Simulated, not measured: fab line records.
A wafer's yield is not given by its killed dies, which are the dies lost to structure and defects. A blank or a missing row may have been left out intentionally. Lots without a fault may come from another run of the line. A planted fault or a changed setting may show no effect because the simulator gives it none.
fab line records    flow n5Finfet    part 1 of 2: steps 1 to 18 of 29
record: lots: 5  wafers: 15  lastDay: 17
route steps=1938 shown SD_EPI_N@274 SD_EPI_P@295
lots untouched by any fault: they come from a run of this same line in which no faults occurred
startH: hours from the record's first day to the start of the lot's first wafer shown    waitH: hours since the lot's step before    " same as the row above    L1.1+2: several wafers, shown together as one row    - either no value or no given start    * or withheld: withheld    < > ~ a bound
route shown NAME@n: a module of which the file shows steps, and the number in the route of the first    usual: average and standard deviation across the fault-free wafers    same: alike in all rows    chamber/n: place in a boat    sites: each site's reading    _std_site: standard deviation of those values    _edge_site: outer sites' mean less inner sites'    radiusMm: for every site, how far away it sits from the centre of the wafer    mask NAME#n: copy n    behind: the last tool/chamber to shape the wafer    hold: what put the lot on hold/how long, in hours/how the hold closed    device: whichever transistor did not switch (one of n, p or np)    end of line: tests run on the same wafers once the route is complete    a step with no rows: only its recipe    killed: at the first sort, the dies lost to defects and structure; wafer yield is something else    map: dies across one wafer; x = killed, . = not, _ = none there
set.NAME: the run value of the setting; set.NAME@STEP: its run value at that earlier step    model.NAME: the simulator's own value behind a step, which no gauge read
lots at some steps of the route; a table a step, a row a wafer
services: a tool's chamber out of use, with start hour (startH, from the record's first day; less than 0 if before it), hours out, and reason
== steps ==
step: N5_SD_EPI_N_ETCH_34
recipe: chemistry: CF4  target: SiARC  targetDepthA: 455  maskMaterial: CAR-ArF-block  timeS: 75.8  ionEnergyEv: 80  pressureMtorr: 40  sourceW: 545  biasW: 36  Ar_flow_sccm: 100  cf4FlowSccm: 100  ends: cleared
usual: biasW: 36.00/0.11  drypumpMotorCurrentA: 6.0/0.49  etchRfOnTimeS: 75.8/1.9  oesProductAu: 0.64/0.069  rfVppV: 183.7/1.2  showerheadPlenumPTorr: 2.12/0.071  throttleValvePct: 15.65/0.19
lot.wafer  tool        chamber  startH  waitH  biasW  drypumpMotorCurrentA  etchRfOnTimeS  oesProductAu  rfHoursCounterH  rfVppV  showerheadPlenumPTorr  throttleValvePct
L080.1     rieDiel-02  2        87.11   0.0    35.93  5.2                   76.6           0.61          198              184.2   2.21                   15.89
L080.2     "           1        "       "      36.02  6.2                   77.8           0.63          184              184.8   2.22                   15.56
L080.6     "           2        "       "      35.95  5.2                   76.6           0.61          -                183.7   2.21                   15.88
L085.2     rieDiel-04  1        118.53  0.0    36.02  6.3                   73.3           0.59          230              183.4   2.11                   15.58
L085.3     "           2        "       "      35.77  5.6                   78.7           0.61          204              180.9   2.03                   15.75
L085.5     "           2        "       "      35.87  5.6                   79.1           0.60          -                182.6   2.03                   15.75
L086.2     rieDiel-04  1        128.45  0.0    36.00  6.3                   73.2           0.59          233              183.9   2.11                   15.58
L086.4     "           3        "       "      35.96  6.4                   76.4           0.78          15               184.8   2.19                   15.57
L086.6     "           0        "       "      36.05  6.7                   76.5           0.58          -                182.4   2.03                   15.94
L088.2     rieDiel-04  3        139.38  0.0    36.05  6.4                   76.5           0.78          20               184.0   2.19                   15.59
L088.5     "           1        "       "      36.08  6.3                   73.3           0.59          -                183.1   2.11                   15.61
L088.6     "           2        "       "      35.98  5.6                   78.9           0.60          -                184.1   2.03                   15.76
L094.1     rieDiel-04  2        167.97  0.0    36.16  5.6                   78.1           0.60          223              181.0   2.03                   15.80
L094.4     "           3        "       "      35.94  6.4                   76.5           0.75          -                184.2   2.19                   15.58
L094.6     "           1        "       "      36.12  6.3                   74.8           0.58          -                183.4   2.10                   15.62
step: N5_SD_EPI_N_ETCH_35
recipe: chemistry: N2/H2  target: SOC  overetchA: 1080  maskMaterial: SiARC  tempC: 40  ionEnergyEv: 100  sourceW: 3000  biasW: 133  pressureMtorr: 20  timeS: 486  n2FlowSccm: 200  h2FlowSccm: 200
usual: biasW: 133.0/0.42  drypumpMotorCurrentA: 6.0/0.5  oesProductAu: 0.67/0.072  rfVppV: 240.3/1.4  showerheadPlenumPTorr: 2.52/0.087  throttleValvePct: 23.80/0.3
lot.wafer  tool        chamber  startH  waitH  biasW  drypumpMotorCurrentA  oesProductAu  rfHoursCounterH  rfVppV  showerheadPlenumPTorr  throttleValvePct
L080.1     rieDiel-02  2        87.17   0.0    132.6  5.2                   0.65          198              241.8   2.65                   24.42
L080.2     "           1        "       "      133.2  6.3                   0.66          184              242.0   2.64                   23.84
L080.6     "           2        "       "      132.4  5.2                   0.65          -                241.1   2.65                   24.41
L085.2     rieDiel-04  1        118.59  0.0    132.7  6.3                   0.61          230              238.8   2.50                   23.45
L085.3     "           2        "       "      133.4  5.7                   0.65          204              239.5   2.42                   23.83
L085.5     "           2        "       "      133.3  5.6                   0.65          -                239.7   2.42                   23.84
L086.2     rieDiel-04  1        128.50  0.0    133.0  6.3                   0.61          233              239.5   2.50                   23.46
L086.4     "           3        "       "      132.5  6.4                   0.83          16               240.3   2.59                   23.71
L086.6     "           0        "       "      133.4  6.7                   0.61          -                238.6   2.41                   24.16
L088.2     rieDiel-04  3        139.43  0.0    132.9  6.4                   0.81          20               241.2   2.59                   23.70
L088.5     "           1        "       "      132.8  6.3                   0.61          -                239.1   2.50                   23.46
L088.6     "           2        "       "      133.2  5.6                   0.65          -                238.0   2.42                   23.83
L094.1     rieDiel-04  2        168.03  0.0    133.2  5.6                   0.63          223              237.7   2.41                   23.86
L094.4     "           3        "       "      133.4  6.4                   0.80          -                241.3   2.59                   23.76
L094.6     "           1        "       "      133.4  6.3                   0.60          -                240.6   2.49                   23.48
step: N5_SD_EPI_N_STRIP_36
recipe: chemistry: N2/H2  tempC: 40  n2FlowSccm: 200  h2FlowSccm: 200  rfFrequencyHz: 6e+07
lot.wafer   tool        chamber  startH  waitH
L080.1+2+6  rieDiel-02  2,1,2    87.48   0.2
L085.2+3+5  rieDiel-04  1,2,2    118.90  0.2
L086.2+4+6  rieDiel-04  1,3,0    128.82  0.2
L088.2+5+6  rieDiel-04  3,1,2    139.75  0.2
L094.1+4+6  rieDiel-04  2,3,1    168.34  0.2
step: N5_SD_EPI_N_ETCHBACK_44
recipe: chemistry: CH3F/O2  mode: anisotropicEtchback  target: SiNx  targetDepthA: 145  stopOn: SiO2  overEtchFrac: 0.3  ionEnergyEv: 120  pressureMtorr: 30  sourceW: 395  biasW: 73  Ar_flow_sccm: 150  CH3F_flow_sccm: 30  O2_flow_sccm: 20
usual: O2_flow_sccm: 19.99/0.059  biasW: 72.99/0.23  drypumpMotorCurrentA: 6.0/0.49  oes_f_703_au: 0.74/0.077  oesProductAu: 0.64/0.069  rfVppV: 299/6.6  showerheadPlenumPTorr: 1.98/0.074  throttleValvePct: 16.41/0.2
lot.wafer  tool        chamber  startH  waitH  O2_flow_sccm  biasW  drypumpMotorCurrentA  oes_f_703_au  oesProductAu  rfHoursCounterH  rfVppV  showerheadPlenumPTorr  throttleValvePct
L080.1     rieDiel-02  2        87.49   0.0    19.94         72.87  5.3                   0.72          0.62          198              297     2.07                   16.66
L080.2     "           1        "       "      20.04         72.64  6.2                   0.70          0.63          184              308     2.08                   16.33
L080.6     "           2        "       "      19.96         73.16  5.2                   0.72          0.62          -                297     2.07                   16.65
L085.2     rieDiel-04  1        118.91  0.0    19.91         72.79  6.3                   0.70          0.59          230              290     1.97                   16.33
L085.3     "           2        "       "      20.00         72.98  5.6                   0.70          0.62          204              298     1.89                   16.48
L085.5     "           2        "       "      20.02         72.72  5.6                   0.70          0.62          -                298     1.89                   16.47
L086.2     rieDiel-04  1        128.83  0.0    20.05         73.32  6.3                   0.70          0.59          233              290     1.97                   16.33
L086.4     "           3        "       "      19.89         72.79  6.4                   0.89          0.79          16               307     2.06                   16.38
L086.6     "           0        "       "      19.94         72.70  6.7                   0.68          0.58          -                306     1.89                   16.72
L088.2     rieDiel-04  3        139.76  0.0    20.02         73.37  6.4                   0.89          0.78          20               306     2.06                   16.39
L088.5     "           1        "       "      19.98         72.99  6.3                   0.70          0.58          -                288     1.97                   16.35
L088.6     "           2        "       "      19.95         72.54  5.6                   0.70          0.62          -                298     1.89                   16.47
L094.1     rieDiel-04  2        168.35  0.0    19.97         72.94  5.7                   0.69          0.61          224              298     1.89                   16.52
L094.4     "           3        "       "      19.93         72.51  6.4                   0.87          0.76          -                306     2.06                   16.40
L094.6     "           1        "       "      20.01         73.08  6.3                   0.69          0.58          -                288     1.97                   16.36
step: N5_SD_EPI_N_ETCH_45
recipe: chemistry: CH3F/O2  target: SiOCN  targetDepthA: 60  maskMaterial: SOC  ionEnergyEv: 60  biasW: 29  pressureMtorr: 15  sourceW: 410  Ar_flow_sccm: 150  CH3F_flow_sccm: 30  O2_flow_sccm: 20
usual: O2_flow_sccm: 20.00/0.06  biasW: 29.01/0.087  drypumpMotorCurrentA: 6.0/0.5  oesProductAu: 0.75/0.083  rfVppV: 127.4/0.93  showerheadPlenumPTorr: 1.97/0.074  throttleValvePct: 23.36/0.22
lot.wafer  tool        chamber  startH  waitH  O2_flow_sccm  biasW  drypumpMotorCurrentA  oesProductAu  rfHoursCounterH  rfVppV  showerheadPlenumPTorr  throttleValvePct
L080.1     rieDiel-02  2        87.59   0.1    19.99         28.91  5.2                   0.72          198              127.3   2.07                   23.60
L080.2     "           1        "       "      20.06         28.97  6.2                   0.74          184              128.4   2.08                   23.28
L080.6     "           2        "       "      19.95         29.04  5.2                   0.72          -                128.6   2.07                   23.60
L085.2     rieDiel-04  1        119.01  0.1    20.00         28.92  6.3                   0.69          230              127.7   1.97                   23.15
L085.3     "           2        "       "      19.99         29.02  5.6                   0.72          204              127.0   1.89                   23.42
L085.5     "           2        "       "      19.97         28.96  5.6                   0.71          -                126.7   1.89                   23.42
L086.2     rieDiel-04  1        128.93  0.1    20.09         29.00  6.3                   0.69          233              126.2   1.96                   23.14
L086.4     "           3        "       "      19.89         29.00  6.4                   0.94          16               128.2   2.06                   23.49
L086.6     "           0        "       "      20.06         29.07  6.7                   0.69          -                126.1   1.89                   23.65
L088.2     rieDiel-04  3        139.86  0.1    19.98         28.94  6.4                   0.92          20               127.3   2.05                   23.48
L088.5     "           1        "       "      19.95         29.10  6.3                   0.69          -                126.0   1.96                   23.15
L088.6     "           2        "       "      19.97         28.81  5.6                   0.71          -                126.6   1.88                   23.44
L094.1     rieDiel-04  2        168.45  0.1    20.04         28.87  5.6                   0.70          224              127.4   1.88                   23.46
L094.4     "           3        "       "      20.03         29.09  6.4                   0.90          -                126.3   2.05                   23.52
L094.6     "           1        "       "      20.03         29.06  6.3                   0.67          -                128.5   1.96                   23.17
step: N5_SD_EPI_N_ETCH_16
recipe: chemistry: CHF3/O2  target: SiO2  targetDepthA: 50  maskMaterial: SOC  pressureMtorr: 30  sourceW: 650  biasW: 170  Ar_flow_sccm: 200  CHF3_flow_sccm: 50  O2_flow_sccm: 5  ionEnergyEv: 200
usual: O2_flow_sccm: 4.997/0.015  biasW: 170.0/0.59  drypumpMotorCurrentA: 6.0/0.5  oes_f_703_au: 0.75/0.077  oesProductAu: 0.75/0.082  rfVppV: 528/11  showerheadPlenumPTorr: 2.39/0.085  throttleValvePct: 18.94/0.2
lot.wafer  tool        chamber  startH  waitH  O2_flow_sccm  biasW  drypumpMotorCurrentA  oes_f_703_au  oesProductAu  rfHoursCounterH  rfVppV  showerheadPlenumPTorr  throttleValvePct
L080.1     rieDiel-02  2        87.69   0.1    4.995         169.8  5.2                   0.72          0.72          198              523     2.49                   19.21
L080.2     "           1        "       "      4.978         169.9  6.2                   0.71          0.74          184              542     2.51                   18.85
L080.6     "           2        "       "      4.987         169.9  5.2                   0.73          0.72          -                523     2.49                   19.22
L085.2     rieDiel-04  1        119.11  0.1    4.986         169.5  6.3                   0.70          0.69          230              510     2.38                   18.83
L085.3     "           2        "       "      5.005         169.7  5.6                   0.70          0.72          204              527     2.29                   19.01
L085.5     "           2        "       "      4.999         170.2  5.6                   0.70          0.72          -                526     2.29                   19.00
L086.2     rieDiel-04  1        129.03  0.1    5.018         170.8  6.3                   0.70          0.69          233              509     2.38                   18.85
L086.4     "           3        "       "      5.017         169.9  6.4                   0.90          0.93          16               540     2.48                   18.95
L086.6     "           0        "       "      5.002         169.5  6.7                   0.68          0.68          -                537     2.28                   19.20
L088.2     rieDiel-04  3        139.96  0.1    4.986         169.9  6.5                   0.88          0.93          20               540     2.48                   18.98
L088.5     "           1        "       "      4.978         170.3  6.3                   0.69          0.69          -                510     2.37                   18.85
L088.6     "           2        "       "      5.023         169.4  5.6                   0.70          0.72          -                527     2.28                   19.02
L094.1     rieDiel-04  2        168.55  0.1    4.985         170.3  5.6                   0.69          0.71          224              526     2.28                   19.04
L094.4     "           3        "       "      4.973         169.8  6.5                   0.87          0.89          -                539     2.47                   18.99
L094.6     "           1        "       "      4.995         170.1  6.3                   0.69          0.68          -                510     2.37                   18.85
step: N5_SD_EPI_N_STRIP_47
recipe: chemistry: CHF3/O2  resist: SiARC  rfFrequencyHz: 6e+07
lot.wafer   tool        chamber  startH  waitH
L080.1+2+6  rieDiel-02  2,1,2    87.73   0.0
L085.2+3+5  rieDiel-04  1,2,2    119.15  0.0
L086.2+4+6  rieDiel-04  1,3,0    129.07  0.0
L088.2+5+6  rieDiel-04  3,1,2    140.00  0.0
L094.1+4+6  rieDiel-04  2,3,1    168.59  0.0
step: N5_SD_EPI_N_SD_RECESS_17
recipe: chemistry: HBr/Cl2/O2  targetDepthA: 410  maskMaterial: SOC  timeS: 23.7  btTimeS: 3  pressureMtorr: 10  icpW: 800  biasW: 112  HBr_flow_sccm: 150  Cl2_flow_sccm: 80  O2_flow_sccm: 12
usual: O2_flow_sccm: 12.00/0.037  biasW: 112.0/0.34  drypumpMotorCurrentA: 5.8/0.32  oesProductAu: 1.001/0.017  throttleValvePct: 37.0/0.31
lot.wafer  tool      chamber  startH  waitH  O2_flow_sccm  biasW  drypumpMotorCurrentA  oesProductAu  rfHoursCounterH  throttleValvePct
L080.1     rieSi-06  3        87.76   0.0    11.97         112.1  5.9                   1.005         6                36.8
L080.2     "         1        "       "      11.97         112.1  6.2                   1.020         177              36.6
L080.6     "         2        "       "      12.01         112.6  5.7                   0.993         -                37.1
L085.2     rieSi-02  3        119.19  0.0    11.98         112.1  6.2                   0.968         64               37.0
L085.3     "         1        "       "      12.05         112.3  5.8                   0.977         17               36.4
L085.5     "         2        "       "      12.02         111.7  5.4                   1.020         -                37.3
L086.2     rieSi-02  3        129.10  0.0    12.03         112.3  6.2                   0.983         65               37.0
L086.4     "         1        "       "      11.93         112.5  5.8                   0.986         17               36.4
L086.6     "         0        "       "      12.00         111.8  6.6                   1.005         -                37.5
L088.2     rieSi-06  0        140.03  0.0    11.99         112.2  5.8                   0.992         5                36.8
L088.5     "         2        "       "      11.96         111.8  5.7                   0.990         -                37.1
L088.6     "         1        "       "      12.01         111.3  6.2                   1.026         -                36.6
L094.1     rieSi-03  0        168.62  0.0    11.99         112.4  5.4                   1.007         44               37.0
L094.4     "         2        "       "      12.01         111.9  5.8                   0.992         5                37.3
L094.6     "         2        "       "      11.97         111.8  5.8                   0.991         -                37.3
step: N5_SD_EPI_N_STRIP_38
recipe: chemistry: N2/H2  powerW: 1000  tempC: 250  h2Frac: 0.65  overashFraction: 0.3  pressureMtorr: withheld  n2FlowSccm: 1750  h2FlowSccm: 3250
usual: drypumpMotorCurrentA: 5.80/0.25  heaterPowerW: 335/13  oesProductAu: 0.759/0.011
lot.wafer  tool            chamber  startH  waitH  drypumpMotorCurrentA  heaterPowerW  oesProductAu  rfHoursCounterH
L080.1     plasmaAsher-01  0        87.87   0.1    6.02                  339           0.738         88
L080.2     "               1        "       "      5.81                  337           0.752         88
L080.6     "               1        "       "      5.79                  356           0.766         -
L085.2     plasmaAsher-01  1        119.29  0.1    5.82                  344           0.760         93
L085.3     "               1        "       "      5.82                  343           0.747         -
L085.5     "               1        "       "      5.82                  346           0.750         -
L086.2     plasmaAsher-01  1        129.20  0.1    5.81                  346           0.742         95
L086.4     "               1        "       "      5.83                  340           0.753         -
L086.6     "               0        "       "      6.00                  336           0.757         -
L088.2     plasmaAsher-01  0        140.12  0.1    6.02                  332           0.758         97
L088.5     "               1        "       "      5.83                  335           0.769         -
L088.6     "               0        "       "      6.02                  333           0.768         -
L094.1     plasmaAsher-01  1        168.72  0.1    5.81                  344           0.758         102
L094.4     "               0        "       "      6.01                  337           0.776         -
L094.6     "               1        "       "      5.83                  343           0.743         -
step: N5_SD_EPI_N_WET_ETCH_43
recipe: chemistry: dHF  dilution: withheld  timeS: 14  target: SiO2  targetDepthA: 15  tempC: 25
lot.wafer   tool         chamber  startH  waitH
L080.1+2+6  wetBench-04  5,1,7    87.95   -
L085.2+3+5  wetBench-06  3,6,5    119.37  -
L086.2+4+6  wetBench-04  2,7,0    129.29  -
L088.2+5+6  wetBench-04  3,4,2    140.21  -
L094.1+4+6  wetBench-06  6,4,1    168.81  -
step: N5_SD_EPI_N_STRIP_18
recipe: chemistry: SPM  timeS: 750  tempC: 130  h2so4H2o2VolRatio: 4
lot.wafer   tool         chamber  startH  waitH
L080.1+2+6  wetBench-04  5,1,7    87.96   0.0
L085.2+3+5  wetBench-06  3,6,5    119.38  0.0
L086.2+4+6  wetBench-04  2,7,0    129.30  0.0
L088.2+5+6  wetBench-04  3,4,2    140.22  0.0
L094.1+4+6  wetBench-06  6,4,1    168.81  0.0
step: N5_SD_EPI_N_SRD_20
recipe: dry: ipaMarangoni  doPpb: 5  timeS: 30  tempC: 23  rinseLiquid: diw
usual: doPpb: 5.00/0.051
lot.wafer  tool         chamber  startH  waitH  doPpb
L080.1     wetBench-04  5        88.17   0.0    4.98
L080.2     "            1        "       "      5.06
L080.6     "            7        "       "      5.03
L085.2     wetBench-06  3        119.59  0.0    4.99
L085.3     "            6        "       "      4.97
L085.5     "            5        "       "      5.04
L086.2     wetBench-04  2        129.51  0.0    5.05
L086.4     "            7        "       "      5.01
L086.6     "            0        "       "      5.01
L088.2     wetBench-04  3        140.43  0.0    4.98
L088.5     "            4        "       "      4.94
L088.6     "            2        "       "      5.09
L094.1     wetBench-06  6        169.02  0.0    5.00
L094.4     "            4        "       "      5.01
L094.6     "            1        "       "      5.08
step: N5_SD_EPI_N_PRECLEAN_48
recipe: chemistry: NF3:NH3  afsCycles: 2  tempC: 30  timeS: 20  sublimationTempC: 180  sublimationTimeS: 60  pressureTorr: 3  rfPowerW: 30
usual: sublimationTempC: 179.95/0.13
lot.wafer  tool         chamber  startH  waitH  sublimationTempC
L080.1     epiRpcvd-02  0        88.22   0.0    179.94
L080.2     "            0        "       "      179.85
L080.6     "            0        "       "      179.85
L085.2     epiRpcvd-02  0        119.70  0.1    179.85
L085.3     "            0        "       "      180.09
L085.5     "            0        "       "      179.70
L086.2     epiRpcvd-03  0        129.66  0.1    179.92
L086.4     "            0        "       "      179.78
L086.6     "            0        "       "      180.02
L088.2     epiRpcvd-03  0        140.55  0.1    180.02
L088.5     "            0        "       "      180.07
L088.6     "            0        "       "      179.92
L094.1     epiRpcvd-03  0        169.07  0.0    180.15
L094.4     "            0        "       "      180.05
L094.6     "            0        "       "      179.95
step: N5_SD_EPI_N_VAPOR_ETCH_50
recipe: chemistry: HCl  target: Si  tempC: 775  timeS: 54  pressureTorr: 20  mode: isotropic
usual: throttleValvePct: 11.5/0.51
lot.wafer  tool         chamber  startH  waitH  throttleValvePct
L080.1     epiRpcvd-02  0        88.58   0.3    10.9
L080.2     "            0        "       "      11.0
L080.6     "            0        "       "      11.1
L085.2     epiRpcvd-02  0        120.03  0.3    10.6
L085.3     "            0        "       "      10.6
L085.5     "            0        "       "      10.7
L086.2     epiRpcvd-03  0        130.25  0.5    11.8
L086.4     "            0        "       "      11.6
L086.6     "            0        "       "      11.5
L088.2     epiRpcvd-03  0        140.99  0.4    11.5
L088.5     "            0        "       "      11.5
L088.6     "            0        "       "      11.4
L094.1     epiRpcvd-03  0        169.43  0.3    11.8
L094.4     "            0        "       "      11.7
L094.6     "            0        "       "      11.5
step: N5_SD_EPI_N_EPI_21
recipe: material: Si:P  dopant: P  tempC: 680  pressureTorr: 255  timeS: 690
same: epiGrowthTimeS: 690
lot.wafer   tool         chamber  startH  waitH
L080.1+2+6  epiRpcvd-02  0        88.76   0.1
L085.2+3+5  epiRpcvd-02  0        120.46  0.4
L086.2+4+6  epiRpcvd-03  0        131.01  0.7
L088.2+5+6  epiRpcvd-03  0        141.57  0.5
L094.1+4+6  epiRpcvd-03  0        169.61  0.1
step: N5_SD_EPI_N_EPI_MEAS_23
recipe: mode: xrd
usual: thkNm: 59.0/1.1
lot.wafer  tool          chamber  startH  waitH  thkNm
L080.1     filmMetro-02  -        90.47   1.4    59.0
L080.2     "             -        "       "      59.7
L080.6     "             -        "       "      59.3
L085.2     filmMetro-02  -        121.90  1.2    57.0
L085.3     "             -        "       "      58.4
L085.5     "             -        "       "      56.9
L086.2     filmMetro-02  -        133.54  2.0    59.0
L086.4     "             -        "       "      60.7
L086.6     "             -        "       "      59.1
L088.2     filmMetro-02  -        143.49  1.5    59.6
L088.5     "             -        "       "      59.3
L088.6     "             -        "       "      58.3
L094.1     filmMetro-01  -        171.34  1.5    60.6
L094.4     "             -        "       "      59.4
L094.6     "             -        "       "      61.3
step: N5_SD_EPI_N_PRECLEAN_24
recipe: chemistry: O3/DIW  timeS: 60  tempC: 22  o3Ppm: 10
lot.wafer   tool         chamber  startH  waitH
L080.1+2+6  wetBench-03  7,1,6    90.51   0.0
L085.2+3+5  wetBench-03  5,4,3    121.93  0.0
L086.2+4+6  wetBench-03  1,2,6    133.58  0.0
L088.2+5+6  wetBench-03  2,1,3    143.53  0.0
L094.1+4+6  wetBench-04  2,4,6    171.38  0.0
step: N5_SD_EPI_N_SRD_25
recipe: timeS: 30  tempC: 23  rinseLiquid: diw  dry: ipaMarangoni
lot.wafer   tool         chamber  startH  waitH
L080.1+2+6  wetBench-03  7,1,6    90.53   0.0
L085.2+3+5  wetBench-03  5,4,3    121.95  0.0
L086.2+4+6  wetBench-03  1,2,6    133.59  0.0
L088.2+5+6  wetBench-03  2,1,3    143.54  0.0
L094.1+4+6  wetBench-04  2,4,6    171.40  0.0
